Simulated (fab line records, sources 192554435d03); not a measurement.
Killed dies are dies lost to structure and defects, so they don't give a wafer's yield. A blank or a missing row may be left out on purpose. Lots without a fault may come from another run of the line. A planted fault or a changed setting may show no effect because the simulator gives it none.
Split-lot experiment | flow n5_finfet | 7 lots, 21 wafers read, on a route of 1938 steps

THE SPLIT
At N5_HKMG_FIN_EXPOSE_46 (exposes mask NDIPOLE), the setting dose_mj was moved away from the recipe's 40 on 10 of the 21 wafers read, by -7.5% to +7.5%. The other wafers ran this setting at the recipe's value.

FROM THE SPLIT TO THE READING: what the file shows between them, 2 steps
- N5_HKMG_FIN_PEB_47: peb time 60 s
- N5_HKMG_FIN_DEVELOP_48: develop time 30 s

THE READING
cd_nm, in nm, at N5_HKMG_FIN_CD_MEAS_49 (target cd 202 nm). Fault-free wafers of this fab line usually give 202.1 nm, standard deviation 0.6 nm.

wafer  | tool, chamber at the split | dose_mj as run | against the recipe | cd_nm, nm | against lot-mates on the recipe
L078.3 | arfi_scanner-03, 0         | 42.93          | +7.3%              | 205.9     | +3.7
L078.4 | arfi_scanner-03, 0         | 40             | recipe             | 202.2     | -
L078.6 | arfi_scanner-03, 0         | 42.93          | +7.3%              | 206.4     | +4.2
L080.1 | arfi_scanner-01, 0         | 37.41          | -6.5%              | 198.0     | no lot-mate on the recipe
L080.2 | arfi_scanner-01, 0         | 37.41          | -6.5%              | 197.3     | no lot-mate on the recipe
L080.6 | arfi_scanner-01, 0         | 37.41          | -6.5%              | 197.7     | no lot-mate on the recipe
L082.1 | arfi_scanner-02, 0         | 40             | recipe             | 202.3     | -
L082.3 | arfi_scanner-02, 0         | 40             | recipe             | 203.0     | -
L082.6 | arfi_scanner-02, 0         | 40             | recipe             | 202.4     | -
L084.2 | arfi_scanner-02, 0         | 38.53          | -3.7%              | 200.2     | -2.0
L084.3 | arfi_scanner-02, 0         | 40             | recipe             | 202.1     | -
L084.4 | arfi_scanner-02, 0         | 40             | recipe             | 202.3     | -
L087.2 | arfi_scanner-02, 0         | 40             | recipe             | 202.5     | -
L087.3 | arfi_scanner-02, 0         | 40.94          | +2.3%              | 203.6     | +1.1
L087.6 | arfi_scanner-02, 0         | 40.94          | +2.3%              | 203.4     | +0.9
L093.1 | arfi_scanner-03, 0         | 42.99          | +7.5%              | 206.4     | +4.0
L093.3 | arfi_scanner-03, 0         | 40             | recipe             | 202.0     | -
L093.6 | arfi_scanner-03, 0         | 40             | recipe             | 202.9     | -
L094.2 | arfi_scanner-02, 0         | 40             | recipe             | 202.3     | -
L094.3 | arfi_scanner-02, 0         | 40             | recipe             | 202.1     | -
L094.5 | arfi_scanner-02, 0         | 37.01          | -7.5%              | 198.0     | -4.2

THE FIT
A straight line over all 21 wafers: cd_nm changes by +0.601 nm for each +1% of dose_mj; r = +0.99; the points scatter about the line by 0.43 nm.
The same after taking each lot's own level away (the mean of its wafers on the recipe; 18 wafers): +0.54 nm for each +1%; r = +0.99; scatter 0.25 nm.
On that fit, the largest move of dose_mj shifts the reading by 4 nm.
The lots' own levels span 202.20 to 202.57 nm, that is 0.6 times the standard deviation above.
So the lot-to-lot level changes the slope: the two fits differ.
Check: with one of the wafers moved furthest among these (+7.5%) left out of the fit, the line predicts +4 nm for it against its lot-mates. It came out at +3.95 nm against them.

OTHER SPLITS ON THESE WAFERS
These wafers also went through other splits before the reading. Each is held against what the fit with the lots' levels taken away leaves over:
other split on the same wafers     | wafers away from the commonest value | r with cd_nm (lot level and that fit taken away)
N5_SD_EPI_N_EXPOSE_06 dose_mj      | 7                                    | -0.08
N5_SD_EPI_N_DESCUM_14 time_s       | 6                                    | -0.22
N5_SD_EPI_N_ETCH_45 target_depth_a | 5                                    | -0.18
N5_SDB_ALD_29 ald_cycles           | 5                                    | -0.38

THE WHOLE CHAIN: every reading that the file lists as answering this split, in the file's order
step                   | what it does                                           | reading                                                                | change (the file's fit)               | r (the file's)
N5_HKMG_FIN_CD_MEAS_49 | target cd 202 nm                                       | cd_nm                                                                  | +0.537 nm for each +1% of the setting | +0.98
N5_HKMG_FIN_ETCH_54    | etches SiARC in CF4, target depth 45.5 nm, time 75.8 s | HKMG_FIN.cd_offset_nm (the simulator's own value, which no gauge read) | +0.562 nm for each +1% of the setting | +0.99

THE FILE'S OWN FIT
cd_nm changes by +0.537 nm for each +1% of dose_mj, r = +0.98.
